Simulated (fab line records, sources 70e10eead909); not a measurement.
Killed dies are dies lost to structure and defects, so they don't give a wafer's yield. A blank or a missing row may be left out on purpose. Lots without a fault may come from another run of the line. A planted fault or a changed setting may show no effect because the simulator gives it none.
Chamber matching | flow nand_harc | NHARC_P_M0_STRIP_18 on rie_diel-04: 4 sister chambers
The step strips in N2/H2. 18 wafers are shown with their chamber, then 9 later ones without.

WAFERS WITH THEIR CHAMBER
wafer  | chamber | rf_fwd_power_W (W) | oes_product_au (a.u.) | throttle_valve_pct (%)
L077.1 | 0       | 1000.4             | 1.000                 | 14.171
L077.5 | 1       | 1003.3             | 0.997                 | 14.180
L077.6 | 2       | 994.2              | 0.992                 | 14.170
L080.2 | 2       | 995.4              | 1.011                 | 14.165
L080.5 | 2       | 999.4              | 1.005                 | 14.178
L080.6 | 3       | 993.1              | 0.999                 | 14.175
L082.1 | 1       | 996.5              | 1.004                 | 14.157
L082.3 | 3       | 1001.5             | 1.011                 | 14.175
L082.6 | 0       | 1000.3             | 1.000                 | 14.172
L089.3 | 1       | 996.6              | 1.007                 | 14.168
L089.4 | 3       | 999.5              | 1.012                 | 14.168
L089.6 | 1       | 995.7              | 0.999                 | 14.169
L088.3 | 1       | 1000.1             | 0.984                 | 14.177
L088.4 | 1       | 998.2              | 0.991                 | 14.175
L088.5 | 2       | 996.4              | 0.997                 | 14.193
L093.1 | 3       | 999.6              | 0.994                 | 14.168
L093.2 | 2       | 996.0              | 1.000                 | 14.178
L093.4 | 0       | 997.0              | 0.999                 | 14.173

SIGNATURES (means of the wafers above)
reading            | chamber 0 | chamber 1 | chamber 2 | chamber 3 | scatter within a chamber
rf_fwd_power_W     | 999.233   | 998.400   | 996.280   | 998.425   | 2.72
oes_product_au     | 0.99967   | 0.99700   | 1.00100   | 1.00400   | 0.00761
throttle_valve_pct | 14.17200  | 14.17100  | 14.17680  | 14.17150  | 0.00776
Rule: a wafer's distance from a chamber is the root of the sum, over the readings, of the square of ((its reading less the chamber's mean) divided by the reading's scatter). The wafer belongs to the nearest chamber; if the next one is less than 2 further off, it can't be placed. The scatter: the root of (the sum of the squares of (reading less its chamber's mean) over the shown wafers, divided by (wafers less chambers)).

WAFERS WITHOUT THEIR CHAMBER
wafer  | rf_fwd_power_W (W) | oes_product_au (a.u.) | throttle_valve_pct (%)
L092.1 | 991.6              | 1.016                 | 14.172
L092.5 | 992.7              | 0.990                 | 14.168
L092.6 | 994.5              | 1.006                 | 14.175
L095.1 | 997.4              | 0.997                 | 14.174
L095.5 | 999.7              | 1.007                 | 14.173
L095.6 | 990.9              | 0.998                 | 14.179
L096.3 | 998.4              | 1.005                 | 14.182
L096.4 | 997.5              | 1.005                 | 14.171
L096.6 | 994.0              | 1.013                 | 14.163

WHICH CHAMBER EACH WENT THROUGH
wafer  | from the rows above               | in truth
L092.1 | can't be placed: 2 or 3 or 0 or 1 | 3
L092.5 | can't be placed: 2 or 1 or 0 or 3 | 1
L092.6 | can't be placed: 2 or 3 or 1 or 0 | 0
L095.1 | can't be placed: 1 or 2 or 0 or 3 | 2
L095.5 | can't be placed: 3 or 0 or 1 or 2 | 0
L095.6 | can't be placed: 2 or 1 or 3 or 0 | 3
L096.3 | can't be placed: 2 or 3 or 0 or 1 | 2
L096.4 | can't be placed: 3 or 0 or 2 or 1 | 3
L096.6 | can't be placed: 3 or 2 or 1 or 0 | 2
Placed correctly: 0 of 9. Can't be placed from these rows: 9 (the true chamber is among the candidates in 9). Placed wrongly: 0.
